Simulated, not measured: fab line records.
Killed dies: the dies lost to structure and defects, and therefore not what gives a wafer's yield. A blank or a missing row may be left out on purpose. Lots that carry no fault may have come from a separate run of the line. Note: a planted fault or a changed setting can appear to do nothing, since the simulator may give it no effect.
Comparing a struck lot with a sound one -- flow nand_harc -- 14 out of 1159 route steps
Sound: wafers L103.2, L103.3, L103.4. Wafers struck: L115.2, L115.4, L115.6. The cause is given at the end.
For every step that has rows: the tool of each side, followed by ch and its chambers, followed by its first start. Under that, the readings that differ: sound wafers -- struck wafers -- difference of the means -- sigmas: that difference in standard deviations of wafers without a fault.
alike: words and numbers the same on both sides, and readings whose means are apart by under 2 such deviations; not compared: readings that were withheld, readings missing a value for some wafer, numbers with overlapping values and no deviation given by the record, and bounds like >300 which may hide the same value.
Wherever a step has rows on one side only, a row that says differs or no value, or a row with sigmas, the two part there. Numbers that don't overlap but have no deviation are shown without sigmas and don't part them. A reading that every wafer of one side lacks parts them only if that side has two wafers or more.

first, 1 step without rows for these wafers: NHARC_A_BLC_DESCUM_15 (chemistry O2, time 3 s).
NHARC_A_BLC_ETCH_16: etches the open film in CF4, target depth 39 nm, time 65 s.
  sound on rie_diel-08 ch 0,2,3, day 20 04:10; struck on rie_diel-08 ch 0,2, day 22 21:02
  alike: drypump_motor_current_A, oes_product_au, rf_vpp_V, showerhead_plenum_p_Torr, throttle_valve_pct
  not compared: rf_hours_counter_h
then, 1 step without rows for these wafers: NHARC_A_BLC_ETCH_17 (etches the open film in N2/H2, target depth 390 nm, time 609.38 s).
NHARC_A_BLC_ETCH_18: etches the open film in C4F8/O2/Ar, target depth 910 nm.
  sound on rie_diel-08 ch 1,2,3; struck on rie_diel-08 ch 0,1,3
reading,sound,struck,difference,sigmas
oes_product_au (a.u.),0.918 0.920 0.913,0.963 0.979 0.976,+0.056,+3
  alike: rf_vpp_V
  not compared: rf_hours_counter_h
NHARC_A_BLC_CD_MEAS_19:
  struck on cd_sem-01, day 22 21:55; sound on cd_sem-03, day 20 05:03
  alike: cd_nm
NHARC_A_BLC_STRIP_29: strips in CF4.
  sound on rie_diel-10 ch 0,2,3, day 20 05:08; struck on rie_diel-08 ch 0,3, day 22 21:59
  alike: drypump_motor_current_A, oes_product_au, rf_vpp_V, showerhead_plenum_p_Torr, throttle_valve_pct
  not compared: rf_hours_counter_h
then, 2 steps without rows for these wafers: NHARC_A_BLC_STRIP_21 (strips in O2); NHARC_A_BLC_STRIP_22 (strips in post etch residue remover, time 600 s).
NHARC_A_BLC_DEGAS_30: time 60 s.
  struck on pvd_sputter-02, day 22 22:30; sound on pvd_sputter-02, day 20 05:43
reading,sound,struck,difference,sigmas
susceptor_temp_C (C),299.98 300.01 300.03,- - -,no value on the struck wafers,
  alike: heater_power_w
then, 2 steps without rows for these wafers: NHARC_A_BLC_PRE_CLEAN_31 (time 15 s); NHARC_A_BLC_PVD_32 (deposits Ti, target thk 5 nm, time 17.7 s).
NHARC_A_BLC_ALD_23: deposits TiN, target thk 3 nm, pulse time 1 s, ald cycles 150.
  sound on ald_metal-03 ch 0,1,2, day 20 05:58; struck on ald_metal-03 ch 0,1,2, day 22 22:46
reading,sound,struck,difference,sigmas
susceptor_temp_C (C),450.17 449.77 449.46,- - -,no value on the struck wafers,
  alike: heater_power_w, precursor_pulse_height_rel
NHARC_A_BLC_CVD_24: deposits W, target thk 150 nm, time 434 s.
  sound on cvd_w-01 ch 0,1, day 20 18:26; struck on cvd_w-02 ch 1, day 22 23:38
reading,sound,struck,difference,sigmas
throttle_valve_pct (%),7.5 7.6 7.5,8.7 8.3 8.6,+1.0,+2
  alike: heater_power_w, susceptor_temp_C
NHARC_A_BLC_CMP_25: polishes, t overpolish 30 s, target thk 150 nm.
  sound on cmp-01 ch 1,2,3, day 20 18:56; struck on cmp-03 ch 0,1,3, day 23 00:16
reading,sound,struck,difference,sigmas
motor_current_A (A),13.3 13.2 13.5,12.4 10.9 10.3,-2.1,-2
time_to_endpoint_s (s),23.1 32.5 28.7,58.1 58.2 58.6,+30.2,+11
  alike: overpolish_run_s

== WHERE THEY PART ==
Earliest at NHARC_A_BLC_ETCH_18; latest, in this record, at NHARC_A_BLC_CMP_25.

WHY: the cause the simulator had injected
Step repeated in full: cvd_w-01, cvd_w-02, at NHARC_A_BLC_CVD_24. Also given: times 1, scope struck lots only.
